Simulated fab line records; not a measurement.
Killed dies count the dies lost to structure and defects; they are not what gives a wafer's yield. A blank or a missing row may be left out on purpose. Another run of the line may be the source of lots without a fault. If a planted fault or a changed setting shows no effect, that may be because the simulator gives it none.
Comparing a struck lot with a sound one    flow n5 finfet    35 steps out of a route of 1938
Sound: the wafers L428.2, L428.5, L428.6. Struck: wafers L431.1, L431.3 (left out: L431.2, a lot-mate that was not struck); the cause follows at the end.
Each step with rows lists, per side, the tool, then ch with its chambers, then its first start. Under that, the readings that differ: sound wafers    struck wafers    difference of the means    sigmas: that difference in standard deviations of wafers without a fault.
alike: a reading whose means differ by less than 2 such deviations, as well as words and numbers matching on both sides. not compared: withheld readings; readings where some wafer has no value; bounds like >300 that might hide an equal value; numbers whose values overlap and for which the record gives no deviation.
A row with sigmas, a row that says differs or no value, or rows on one side alone: a step with any of these is where the two part. When numbers do not overlap yet have no deviation, they are printed without sigmas and do not part them. Lack of a reading on every wafer of one side parts them only where that side has two or more wafers.

first, 12 steps without rows for these wafers: N5_SD_EPI_P_ETCH_37 (etches SOC in N2/H2, overetch 108 nm, time 486 s); N5_SD_EPI_P_STRIP_38 (strips in N2/H2); N5_SD_EPI_P_ETCHBACK_46 (etches SiNx in CH3F/O2, stops on SiO2, target depth 17.5 nm); N5_SD_EPI_P_ETCH_47 (etches SiOCN in CH3F/O2, target depth 25 nm); N5_SD_EPI_P_ETCH_16 (etches SiO2 in CHF3/O2, target depth 5 nm); N5_SD_EPI_P_STRIP_50 (strips in CHF3/O2); N5_SD_EPI_P_SD_RECESS_17 (chemistry HBr/Cl2/O2, target depth 39.1 nm, bt time 3 s); N5_SD_EPI_P_WET_ETCH_45 (etches SiO2 in dHF, time 10.7 s, target depth 2 nm, rinse time 30 s); N5_SD_EPI_P_STRIP_40 (strips in N2/H2); N5_SD_EPI_P_PRECLEAN_52 (cleans in O3/DIW, time 60 s); N5_SD_EPI_P_SRD_20 (time 30 s); N5_SD_EPI_P_PRECLEAN_51 (cleans in NF3:NH3, afs cycles 1, time 20 s, sublimation time 60 s).
N5_SD_EPI_P_VAPOR_ETCH_44: etches SiGe30 in NF3/Ar, time 3.3 s.
  sound on epi rpcvd-04 ch 0, day 5 12:08; struck on epi rpcvd-04 ch 0, day 6 12:50
reading               sound              struck  difference                     sigmas
susceptor temp C (C)  24.99 25.17 25.07  - -     no value on the struck wafers  
then, 20 steps without rows for these wafers: N5_SD_EPI_P_EPI_21 (deposits SiGe:B, time 355 s); N5_SD_EPI_P_HM_STRIP_48 (strips SiNx in H3PO4, material SiNx, target depth 3 nm); N5_SD_EPI_P_SRD_49 (time 30 s); N5_SD_EPI_P_PRECLEAN_24 (cleans in O3/DIW, time 45 s); N5_SD_EPI_P_PRECLEAN_32 (cleans in dHF, time 10 s); N5_SD_EPI_P_PRECLEAN_33 (cleans in SC2, time 45 s); N5_SD_EPI_P_SRD_25 (time 30 s); N5_SD_ACTIVATION_RTA_00 (time 0 s); N5_SD_ACTIVATION_LSA_01 (time 0.0008 s); N5_ILD0_LINER_00 (material SiNx, target thk 4 nm, pulse time 1 s, purge time 2 s); N5_ILD0_FCVD_FILL_01 (material SiO2 flowable, target thk 200 nm, time 328.3 s); N5_ILD0_CURE_02 (time 1800 s); N5_ILD0_CMP_03 (polishes, stops on SiNx, t overpolish 1.9 s, target thk 197.38 nm); N5_ILD0_CMP_07 (polishes SiO2 flowable, stops on poly-Si, t overpolish 1.18 s, target thk 138.88 nm); N5_ILD0_PRECLEAN_10 (cleans in NF3:NH3, afs cycles 5, time 20 s, sublimation time 60 s); N5_ILD0_ALD_15 (deposits SiNx, target thk 24 nm, pulse time 1 s, ald cycles 480); N5_ILD0_CMP_12 (polishes SiNx, stops on poly-Si, t overpolish 6 s, target thk 17.67 nm); N5_SDB_HM_DEP_00 (deposits SiNx from SiH4/NH3/N2, target thk 40 nm, time 35.3 s); N5_SDB_COAT_03 (time 60 s, resist thk 100 nm); N5_SDB_COAT_04 (time 60 s, resist thk 18 nm).
-- the record jumps here: 5 days lie between the struck wafers' starts before and after (it left off in module SDB and takes up again in module BEOL_M4, whose first step shown is number 1111 of the route) --
N5_BEOL_M4_RC_MEAS_101:
  sound on prober-02 ch 0, day 10 11:22; struck on prober-02 ch 0, day 11 11:13
reading             sound                 struck         difference  sigmas
DIBL_P (mV/V)       37.6 35.5 37.9        29.3 31.2      -6.8        -4
IOFF_P (nA/um)      0.197 0.172 0.217     0.110 0.126    -0.077      -3
IOFF_P_85C (nA/um)  3.5 3.1 3.8           2.1 2.4        -1.2        -3
IOFF_P_LIN (nA/um)  0.092 0.084 0.099     0.060 0.065    -0.029      -3
ION_P (uA/um)       460 460 466           428 424        -36         -5
REXT_P (ohm.um)     98.9 98.1 97.1        121.6 122.1    +23.8       +10
VT_P (mV)           -253.1 -254.0 -248.8  -259.8 -258.2  -7.0        -2
VT_P_LVT (mV)       -97 -99 -97           -111 -110      -13         -4
  alike: DIBL_N, IOFF_N, ION_N, SS_N, SS_P, VT_N
-- the record jumps here: 4 days lie between the struck wafers' starts before and after (it left off in module BEOL_M4 and takes up again in module PASSIVATION, whose first step shown is number 1936 of the route) --
N5_PASSIVATION_PROBE_49:
  sound: prober-01 at day 15 01:06; struck: prober-01 at day 15 19:10
reading                   sound           struck       difference  sigmas
defect limited yield (%)  94.7 94.2 93.3  90.2 91.6    -3.2        -2
killed dies               62 69 79        116 99       +38         +2
killed open               43 49 59        76 80        +28         +2
sort_bin_5_function (%)   3.1 3.3 4.2     5.5 5.8      +2.1        +2
sort_bin_8_speed (%)      0 0 0           28.39 35.08  +31.73      +99 or more
sort n pass               1118 1111 1101  729 667      -412        -24
sort yield pct (%)        94.7 94.2 93.3  61.8 56.5    -34.9       -23
  alike: killed_at_M0_to_M3, killed_at_M4_up, killed at contacts, killed at front end, killed at other, killed short, sort_bin_6_memory

WHERE THEY PART
Earliest at N5_SD_EPI_P_VAPOR_ETCH_44; latest, in this record, at N5_PASSIVATION_PROBE_49.

WHY: what the simulator had put in
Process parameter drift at N5_SD_EPI_P_VAPOR_ETCH_44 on epi rpcvd-04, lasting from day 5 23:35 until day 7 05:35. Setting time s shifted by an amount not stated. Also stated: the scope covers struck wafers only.
